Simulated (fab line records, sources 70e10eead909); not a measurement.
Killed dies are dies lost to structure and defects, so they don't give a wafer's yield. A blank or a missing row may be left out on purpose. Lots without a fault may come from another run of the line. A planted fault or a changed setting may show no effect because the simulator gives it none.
fab line records | flow nand_harc
record lots=7 wafers=20 last_day=24
route steps=1159 shown A_STAIRCASE@574 END@1159
lots that met no fault: from a run of the same line without faults
start_h: hours from the record's first day to the start of the lot's first wafer shown | wait_h: hours since the lot's step before | " the same as in the row above | L1.1+2: a row that stands for several wafers | - no value, or no start given | * or withheld: withheld | < > ~ a bound
route shown NAME@n: a module of which the file shows steps, and the number in the route of the first | usual: mean/standard deviation of fault-free wafers | same: alike in all rows | chamber/n: place in a boat | sites: the reading at each site | _std_site: their standard deviation | _edge_site: outer sites' mean less inner sites' | radius_mm: how far each site lies from the wafer's centre | mask NAME#n: copy n | behind: the tool/chamber that last shaped the wafer | hold: why the lot was held/for how many hours/how that ended | device: the transistor (n, p or np) that didn't switch | end of line: the same wafers' tests at the end of the route | a step without rows: its recipe alone | killed: dies lost to structure and defects at the first sort, not the wafer's yield | map: a wafer's dies, x killed, . not, _ none there
set.NAME: the setting as run; set.NAME@STEP: as run at that earlier step | model.NAME: the simulator's own value behind a step, which no gauge read
lots at some steps of the route; a table a step, a row a wafer
services: from which hour (start_h, from the record's first day; less than 0 if before it) a tool's chamber was out of use, for how many hours, and why
## steps
# step NHARC_A_STAIRCASE_EBR_180
# step NHARC_A_STAIRCASE_EXPOSE_181
# recipe na=0.5 dose_mj=27.87 mask_id=STAIR_2
# step NHARC_A_STAIRCASE_PEB_182
# recipe peb_temp_c=115 peb_time_s=130
# step NHARC_A_STAIRCASE_DEVELOP_183
# recipe time_s=140
# step NHARC_A_STAIRCASE_HARDBAKE_185
# recipe temp_c=120 time_s=140
# step NHARC_A_STAIRCASE_DESCUM_186
# recipe time_s=3 o2_flow_sccm=200 ar_flow_sccm=0 bias_power_w=0 chemistry=O2
# usual drypump_motor_current_A=6.0/0.39 oes_product_au=0.998/0.0085 rf_vpp_V=57.8/0.97 showerhead_plenum_p_Torr=1.90/0.072 throttle_valve_pct=11.310/0.009
# same time_s=3
# columns lot.wafer tool chamber start_h wait_h drypump_motor_current_A oes_product_au rf_hours_counter_h rf_vpp_V showerhead_plenum_p_Torr throttle_valve_pct
L659.3 rie_diel-08 1 258.18 - 6.5 1.005 48 59.1 1.82 11.306
L659.1 " 2 " " 6.2 0.990 48 58.7 1.89 11.312
L659.5 " 0 " " 5.6 0.993 - 57.6 1.90 11.291
L670.1 rie_diel-13 1 310.90 - 5.7 0.999 7 60.1 2.05 11.318
L670.3 " 2 " " 6.3 1.000 6 58.1 1.82 11.316
L670.6 " 2 " " 6.3 0.996 - 58.3 1.83 11.318
L673.2 rie_diel-13 0 323.03 - 5.9 1.001 12 57.0 1.96 11.319
L673.3 " 2 " " 6.3 1.000 12 57.6 1.82 11.310
L673.4 " 3 " " 5.4 1.008 12 57.2 1.90 11.296
L669.4 rie_diel-13 0 323.99 - 5.9 1.007 12 59.4 1.96 11.305
L669.2 " 1 " " 5.7 1.012 12 58.0 2.05 11.317
L669.6 " 3 " " 5.4 1.014 - 56.6 1.90 11.314
L675.1 rie_diel-13 0 332.24 - 5.9 1.008 19 58.8 1.95 11.318
L675.2 " 3 " " 5.4 0.997 18 57.0 1.89 11.314
L676.2 rie_diel-09 1 343.15 - 6.7 0.981 35 58.1 1.89 11.309
L676.6 " 2 " " 5.3 1.009 - 57.7 1.98 11.318
L676.5 " 3 " " 5.3 1.002 - 58.4 1.96 11.308
L679.1 rie_diel-08 1 367.86 - 6.4 1.004 21 56.5 1.81 11.310
L679.3 " 0 " " 5.7 1.000 20 58.1 1.88 11.326
L679.5 " 1 " " 6.5 1.000 - 57.2 1.81 11.319
# step NHARC_A_STAIRCASE_TRIM_187
# recipe time_s=211.2 o2_flow_sccm=500 ar_flow_sccm=0 bias_w=0 chemistry=O2
# step NHARC_A_STAIRCASE_ETCH_188
# recipe target_depth_a=1000 time_s=40.5 ion_energy_ev=400 c4f8_flow_sccm=20 o2_flow_sccm=10 ar_flow_sccm=withheld rf_w=600 bias_w=1000 chemistry=C4F8/O2
# usual oes_product_au=0.936/0.014 rf_vpp_V=895/4.5 run_length_s=61.8/0.42
# same time_s=40.5
# columns lot.wafer tool chamber start_h wait_h oes_product_au rf_hours_counter_h rf_vpp_V run_length_s
L659.3 rie_diel-08 1 - - 0.930 48 890 61.9
L659.1 " 2 " " 0.926 48 896 62.1
L659.5 " 1 " " 0.917 - 891 62.0
L670.3 rie_diel-13 2 - - 0.927 6 892 61.8
L670.1 " 3 " " 0.938 7 895 62.4
L670.6 " 0 " " 0.924 - 900 62.0
L673.4 rie_diel-13 1 - - 0.938 12 904 61.3
L673.2 " 2 " " 0.948 12 891 61.8
L673.3 " 0 " " 0.957 12 898 61.7
L669.4 rie_diel-13 3 - - 0.945 13 895 61.8
L669.2 " 0 " " 0.926 13 899 61.5
L669.6 " 3 " " 0.934 - 895 62.5
L675.1 rie_diel-13 3 - - 0.934 18 895 62.1
L675.2 " 0 " " 0.942 19 899 62.1
L676.2 rie_diel-09 1 - - 0.943 35 894 62.8
L676.5 " 3 " " 0.953 - 900 63.1
L676.6 " 0 " " 0.943 - 886 61.2
L679.3 rie_diel-08 3 - - 0.962 21 890 61.8
L679.1 " 0 " " 0.938 20 895 61.2
L679.5 " 2 " " 0.946 - 894 62.1
# step NHARC_A_STAIRCASE_TRIM_189
# recipe time_s=211.2 o2_flow_sccm=500 ar_flow_sccm=0 bias_w=0 chemistry=O2
# usual drypump_motor_current_A=6.0/0.4 oes_product_au=0.996/0.011 rf_vpp_V=57.8/0.87 showerhead_plenum_p_Torr=3.50/0.12 throttle_valve_pct=17.037/0.0098
# same time_s=211.2
# columns lot.wafer tool chamber start_h wait_h drypump_motor_current_A oes_product_au rf_hours_counter_h rf_vpp_V showerhead_plenum_p_Torr throttle_valve_pct
L659.3 rie_diel-08 3 - - 6.4 1.002 49 58.2 3.47 17.036
L659.1 " 0 " " 5.7 1.003 50 57.4 3.50 17.025
L659.5 " 3 " " 6.3 0.998 - 58.1 3.47 17.047
L670.3 rie_diel-13 2 - - 6.4 1.003 6 58.6 3.38 17.040
L670.1 " 3 " " 5.4 1.013 7 58.2 3.50 17.032
L670.6 " 1 " " 5.7 1.005 - 57.5 3.77 17.022
L673.4 rie_diel-13 2 - - 6.3 1.004 12 56.3 3.37 17.046
L673.2 " 3 " " 5.4 1.006 12 58.2 3.50 17.044
L673.3 " 0 " " 5.9 1.002 12 57.9 3.60 17.037
L669.4 rie_diel-13 3 - - 5.4 1.000 13 57.5 3.50 17.029
L669.2 " 1 " " 5.7 1.000 12 59.0 3.77 17.039
L669.6 " 3 " " 5.4 1.009 - 58.0 3.50 17.034
L675.2 rie_diel-13 0 - - 5.9 1.009 19 58.7 3.60 17.036
L675.1 " 1 " " 5.7 0.995 17 58.7 3.76 17.046
L676.2 rie_diel-09 1 - - 6.8 0.974 35 57.5 3.50 17.041
L676.5 " 2 " " 5.4 1.008 - 58.6 3.64 17.036
L676.6 " 3 " " 5.3 0.990 - 58.5 3.60 17.032
L679.3 rie_diel-08 0 - - 5.7 0.989 20 58.9 3.48 17.030
L679.1 " 3 " " 6.3 1.000 21 57.2 3.45 17.027
L679.5 " 1 " " 6.5 1.000 - 56.4 3.35 17.040
# step NHARC_A_STAIRCASE_ETCH_190
# recipe target_depth_a=1000 time_s=40.5 ion_energy_ev=400 c4f8_flow_sccm=20 o2_flow_sccm=10 ar_flow_sccm=withheld rf_w=600 bias_w=1000 chemistry=C4F8/O2
# step NHARC_A_STAIRCASE_TRIM_191
# recipe time_s=211.2 o2_flow_sccm=500 ar_flow_sccm=0 bias_w=0 chemistry=O2
# usual drypump_motor_current_A=6.0/0.41 oes_product_au=0.998/0.0091 rf_vpp_V=57.7/0.92 showerhead_plenum_p_Torr=3.50/0.12 throttle_valve_pct=17.036/0.0091
# same time_s=211.2
# columns lot.wafer tool chamber start_h wait_h drypump_motor_current_A oes_product_au rf_hours_counter_h rf_vpp_V showerhead_plenum_p_Torr throttle_valve_pct
L659.1 rie_diel-08 2 - - 6.3 0.984 49 58.0 3.49 17.032
L659.3 " 0 " " 5.7 1.000 51 58.6 3.50 17.031
L659.5 " 2 " " 6.3 0.988 - 58.2 3.49 17.039
L670.3 rie_diel-13 2 - - 6.3 0.992 7 56.2 3.38 17.031
L670.1 " 3 " " 5.4 1.005 7 57.2 3.50 17.043
L670.6 " 1 " " 5.7 0.992 - 58.8 3.77 17.020
L673.3 rie_diel-13 2 - - 6.3 1.002 12 57.8 3.37 17.036
L673.2 " 3 " " 5.4 1.009 12 57.7 3.50 17.041
L673.4 " 1 " " 5.7 1.000 12 57.9 3.77 17.049
L669.4 rie_diel-13 3 - - 5.4 1.001 13 58.5 3.50 17.050
L669.2 " 0 " " 5.9 1.005 13 59.9 3.60 17.039
L669.6 " 2 " " 6.3 1.003 - 56.5 3.37 17.039
L675.2 rie_diel-13 2 - - 6.3 1.003 17 57.4 3.37 17.039
L675.1 " 3 " " 5.4 1.014 18 57.4 3.49 17.043
L676.2 rie_diel-09 2 - - 5.3 1.008 36 57.9 3.64 17.039
L676.5 " 2 " " 5.4 1.010 - 58.5 3.64 17.025
L676.6 " 3 " " 5.3 1.000 - 57.2 3.60 17.031
L679.1 rie_diel-08 1 - - 6.5 1.002 21 57.1 3.35 17.035
L679.3 " 0 " " 5.7 0.995 20 56.3 3.48 17.037
L679.5 " 2 " " 6.3 0.992 - 58.3 3.47 17.023
# step NHARC_A_STAIRCASE_ETCH_192
# recipe target_depth_a=1000 time_s=40.5 ion_energy_ev=400 c4f8_flow_sccm=20 o2_flow_sccm=10 ar_flow_sccm=withheld rf_w=600 bias_w=1000 chemistry=C4F8/O2
# usual oes_product_au=0.937/0.013 rf_vpp_V=895/4.4 run_length_s=61.8/0.41
# columns lot.wafer tool chamber start_h wait_h oes_product_au rf_hours_counter_h rf_vpp_V run_length_s
L659.3 rie_diel-08 1 259.24 - 0.941 49 890 62.1
L659.1 " 2 " " 0.917 49 894 62.4
L659.5 " 0 " " 0.939 - 895 61.3
L670.1 rie_diel-13 1 312.01 - 0.926 8 905 61.8
L670.3 " 2 " " 0.949 7 890 61.6
L670.6 " 0 " " 0.936 - 898 61.5
L673.2 rie_diel-13 2 323.73 - 0.947 12 890 43.4
L673.4 " 3 " " 0.960 12 896 62.2
L673.3 " 1 " " 0.957 12 904 61.2
L669.4 rie_diel-13 1 325.24 - 0.933 13 904 61.4
L669.2 " 3 " " 0.936 13 895 44.0
L669.6 " 1 " " 0.921 - 904 61.4
L675.1 rie_diel-13 0 332.95 - 0.946 19 897 43.9
L675.2 " 2 " " 0.940 17 891 43.3
L676.2 rie_diel-09 1 343.90 - 0.943 35 894 62.6
L676.6 " 2 " " 0.936 - 901 61.1
L676.5 " 3 " " 0.930 - 899 62.2
L679.1 rie_diel-08 2 368.59 - 0.942 22 894 62.0
L679.3 " 3 " " 0.938 22 893 61.6
L679.5 " 3 " " 0.941 - 894 61.7
# step NHARC_A_STAIRCASE_TRIM_193
# recipe time_s=211.2 o2_flow_sccm=500 ar_flow_sccm=0 bias_w=0 chemistry=O2
# usual drypump_motor_current_A=6.0/0.39 oes_product_au=0.997/0.0096 rf_vpp_V=57.8/0.83 showerhead_plenum_p_Torr=3.51/0.13 throttle_valve_pct=17.037/0.0086
# same time_s=211.2
# columns lot.wafer tool chamber start_h wait_h drypump_motor_current_A oes_product_au rf_hours_counter_h rf_vpp_V showerhead_plenum_p_Torr throttle_valve_pct
L659.3 rie_diel-08 1 - - 6.4 1.006 49 56.4 3.37 17.037
L659.1 " 0 " " 5.7 0.993 51 58.4 3.50 17.048
L659.5 " 2 " " 6.2 0.985 - 58.4 3.49 17.036
L670.3 rie_diel-13 1 - - 5.7 1.006 8 59.3 3.77 17.018
L670.1 " 3 " " 5.4 1.014 8 57.4 3.50 17.051
L670.6 " 0 " " 5.9 1.006 - 58.9 3.60 17.042
L673.2 rie_diel-13 3 - - 5.4 1.009 12 58.3 3.50 17.034
L673.3 " 1 " " 5.7 1.006 12 57.3 3.77 17.036
L673.4 " 2 " " 6.3 1.002 12 57.2 3.37 17.038
L669.4 rie_diel-13 0 - - 5.9 1.005 13 58.8 3.60 17.041
L669.2 " 1 " " 5.7 1.005 13 58.6 3.77 17.034
L669.6 " 0 " " 5.9 1.010 - 57.7 3.60 17.029
L675.2 rie_diel-13 2 - - 6.3 0.996 17 57.7 3.37 17.033
L675.1 " 0 " " 5.9 1.008 19 59.0 3.60 17.030
L676.2 rie_diel-09 1 - - 6.8 0.992 35 59.3 3.50 17.045
L676.5 " 3 " " 5.3 1.004 - 57.7 3.60 17.027
L676.6 " 0 " " 5.7 0.990 - 58.3 3.31 17.035
L679.1 rie_diel-08 3 - - 6.4 0.994 22 57.9 3.45 17.046
L679.3 " 1 " " 6.5 1.004 21 58.0 3.35 17.023
L679.5 " 0 " " 5.7 0.988 - 59.9 3.48 17.023
# step NHARC_END_SORT_01
# recipe temp_c=25
# usual killed_at_array=29/9.4 killed_at_other=0.7/1.3 killed_at_periphery=2.9/2.1 killed_dies=32/9 killed_open=3.3/1.8 killed_short=1.9/1.4
# same gross_dies=677
# columns lot.wafer tool chamber start_h wait_h killed_at_array killed_at_other killed_at_periphery killed_dies killed_open killed_short
L670.1 prober-02 0 511.84 2.5 45 0 2 47 1 2
L669.2 prober-02 0 520.32 2.8 677 0 0 677 1 1
L673.2 prober-01 0 538.03 2.8 672 3 2 677 3 3
L675.1 prober-02 0 548.01 2.5 671 2 4 677 3 3
L675.2 prober-02 0 548.79 2.8 672 2 3 677 3 2
# killed by level:class
L670.1 A_CHANNEL_HOLE_D1:chamber_film_flake=16 A_SLIT:chamber_film_flake=14 A_STAIRCASE:chamber_film_flake=8 A_CONTACT:chamber_film_flake=5 P_M0:geometric_particle:short=1 A_WL_FILL:geometric_particle:short=1 A_M1:geometric_particle:open=1 P_BONDPAD:chamber_film_flake=1
L669.2 A_STAIRCASE:area_etch=644 A_CHANNEL_HOLE_D1:chamber_film_flake=17 A_SLIT:chamber_film_flake=12 A_CHANNEL_FILL_D1:chamber_film_flake=2 A_SOURCE_PLATE:geometric_particle:short=1 A_ONON_D1:geometric_particle:open=1
L673.2 A_STAIRCASE:area_etch=651 A_CONTACT:chamber_film_flake=10 A_CHANNEL_HOLE_D1:chamber_film_flake=6 THIN_TSV:chamber_film_flake=3 P_CONTACT:geometric_particle:short=1 P_CONTACT:geometric_particle:open=1 A_CHANNEL_FILL_D1:geometric_particle:open=1 A_CHANNEL_FILL_D1:geometric_particle:short=1
L675.1 A_STAIRCASE:area_etch=642 A_CHANNEL_HOLE_D1:chamber_film_flake=16 A_CHANNEL_FILL_D1:chamber_film_flake=5 A_CONTACT:chamber_film_flake=3 THIN_TSV:chamber_film_flake=2 P_M0:geometric_particle:open=1 P_M1:geometric_particle:open=1 A_ONON_D1:geometric_particle:open=1
L675.2 A_STAIRCASE:area_etch=644 A_CHANNEL_HOLE_D1:chamber_film_flake=17 A_CONTACT:chamber_film_flake=3 THIN_TSV:chamber_film_flake=2 P_M0:geometric_particle:open=1 A_ONON_D1:geometric_particle:short=1 A_CHANNEL_HOLE_D1:geometric_particle:open=1 A_CHANNEL_FILL_D1:geometric_particle:open=1
# map L669.2 (x killed, . not)
____________x____________
_________xxxxxxx_________
_______xxxxxxxxxxx_______
______xxxxxxxxxxxxx______
_____xxxxxxxxxxxxxxx_____
____xxxxxxxxxxxxxxxxx____
____xxxxxxxxxxxxxxxxx____
___xxxxxxxxxxxxxxxxxxx___
___xxxxxxxxxxxxxxxxxxx___
__xxxxxxxxxxxxxxxxxxxxx__
__xxxxxxxxxxxxxxxxxxxxx__
_xxxxxxxxxxxxxxxxxxxxxxx_
_xxxxxxxxxxxxxxxxxxxxxxx_
_xxxxxxxxxxxxxxxxxxxxxxx_
_xxxxxxxxxxxxxxxxxxxxxxx_
_xxxxxxxxxxxxxxxxxxxxxxx_
xxxxxxxxxxxxxxxxxxxxxxxxx
xxxxxxxxxxxxxxxxxxxxxxxxx
xxxxxxxxxxxxxxxxxxxxxxxxx
xxxxxxxxxxxxxxxxxxxxxxxxx
xxxxxxxxxxxxxxxxxxxxxxxxx
_xxxxxxxxxxxxxxxxxxxxxxx_
_xxxxxxxxxxxxxxxxxxxxxxx_
_xxxxxxxxxxxxxxxxxxxxxxx_
_xxxxxxxxxxxxxxxxxxxxxxx_
_xxxxxxxxxxxxxxxxxxxxxxx_
__xxxxxxxxxxxxxxxxxxxxx__
__xxxxxxxxxxxxxxxxxxxxx__
___xxxxxxxxxxxxxxxxxxx___
___xxxxxxxxxxxxxxxxxxx___
____xxxxxxxxxxxxxxxxx____
____xxxxxxxxxxxxxxxxx____
_____xxxxxxxxxxxxxxx_____
______xxxxxxxxxxxxx______
_______xxxxxxxxxxx_______
_________xxxxxxx_________
____________x____________
# map L673.2 (x killed, . not)
____________x____________
_________xxxxxxx_________
_______xxxxxxxxxxx_______
______xxxxxxxxxxxxx______
_____xxxxxxxxxxxxxxx_____
____xxxxxxxxxxxxxxxxx____
____xxxxxxxxxxxxxxxxx____
___xxxxxxxxxxxxxxxxxxx___
___xxxxxxxxxxxxxxxxxxx___
__xxxxxxxxxxxxxxxxxxxxx__
__xxxxxxxxxxxxxxxxxxxxx__
_xxxxxxxxxxxxxxxxxxxxxxx_
_xxxxxxxxxxxxxxxxxxxxxxx_
_xxxxxxxxxxxxxxxxxxxxxxx_
_xxxxxxxxxxxxxxxxxxxxxxx_
_xxxxxxxxxxxxxxxxxxxxxxx_
xxxxxxxxxxxxxxxxxxxxxxxxx
xxxxxxxxxxxxxxxxxxxxxxxxx
xxxxxxxxxxxxxxxxxxxxxxxxx
xxxxxxxxxxxxxxxxxxxxxxxxx
xxxxxxxxxxxxxxxxxxxxxxxxx
_xxxxxxxxxxxxxxxxxxxxxxx_
_xxxxxxxxxxxxxxxxxxxxxxx_
_xxxxxxxxxxxxxxxxxxxxxxx_
_xxxxxxxxxxxxxxxxxxxxxxx_
_xxxxxxxxxxxxxxxxxxxxxxx_
__xxxxxxxxxxxxxxxxxxxxx__
__xxxxxxxxxxxxxxxxxxxxx__
___xxxxxxxxxxxxxxxxxxx___
___xxxxxxxxxxxxxxxxxxx___
____xxxxxxxxxxxxxxxxx____
____xxxxxxxxxxxxxxxxx____
_____xxxxxxxxxxxxxxx_____
______xxxxxxxxxxxxx______
_______xxxxxxxxxxx_______
_________xxxxxxx_________
____________x____________
## services
# columns tool chamber start_h hours kind
rie_diel-09 - 238.48 0.9 repair
rie_diel-08 1 243.07 5.1 repair
rie_diel-09 - 254.16 9.0 pm
rie_diel-13 0 256.44 - clean
rie_diel-13 1 256.44 - clean
rie_diel-13 2 256.44 - clean
rie_diel-13 3 256.44 - clean
rie_diel-13 0 261.74 9.7 repair
rie_diel-08 - 272.88 0.7 repair
rie_diel-08 0 275.11 3.0 repair
rie_diel-13 - 276.05 9.0 pm
rie_diel-13 0 276.05 9.0 vent_cycle
rie_diel-13 1 276.05 9.0 vent_cycle
rie_diel-13 2 276.05 9.0 vent_cycle
rie_diel-13 3 276.05 9.0 vent_cycle
rie_diel-09 3 280.83 3.4 repair
rie_diel-13 0 285.05 - clean
rie_diel-13 1 285.05 - clean
rie_diel-13 2 285.05 - clean
rie_diel-13 3 285.05 - clean
rie_diel-13 - 296.68 1.2 repair
rie_diel-08 - 302.89 9.0 pm
rie_diel-09 0 305.02 1.4 repair
rie_diel-13 0 309.68 - clean
## key
first_sign step=NHARC_A_STAIRCASE_ETCH_192 reading=run_length_s direction=down sigmas=45 usual=* struck=*
effect step=NHARC_END_SORT_01 reading=killed_dies direction=up sigmas=72 usual=32 struck=677
more_kills_born_at NHARC_A_STAIRCASE_ETCH_192@rie_diel-13=2581
met_at NHARC_A_STAIRCASE_ETCH_192
struck_wafers L669.2,L673.2,L675.1,L675.2
later_rows_left_out L669.2,L673.2,L675.1,L675.2
tester_left_out L669,L673,L675
onset_between 312.01 323.73
fault kind=process_parameter_drift tool=rie_diel-13 chamber=- onset_h=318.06 steps=NHARC_A_STAIRCASE_ETCH_192 channel=time_s offset=* shape=step end_h=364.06 scope=struck_wafers_only acts_in=* stated=*
# tester_left_out: of these lots the tester's yield and bins aren't shown, on N5 and GAA mostly nor the transistor test; their killed dies are dies lost to structure and defects alone, not to doping, threshold or leakage, so they don't give the yield
# later_rows_left_out: the simulator's readings of these wafers behind a module that went badly wrong aren't trusted and aren't shown, but for the sort
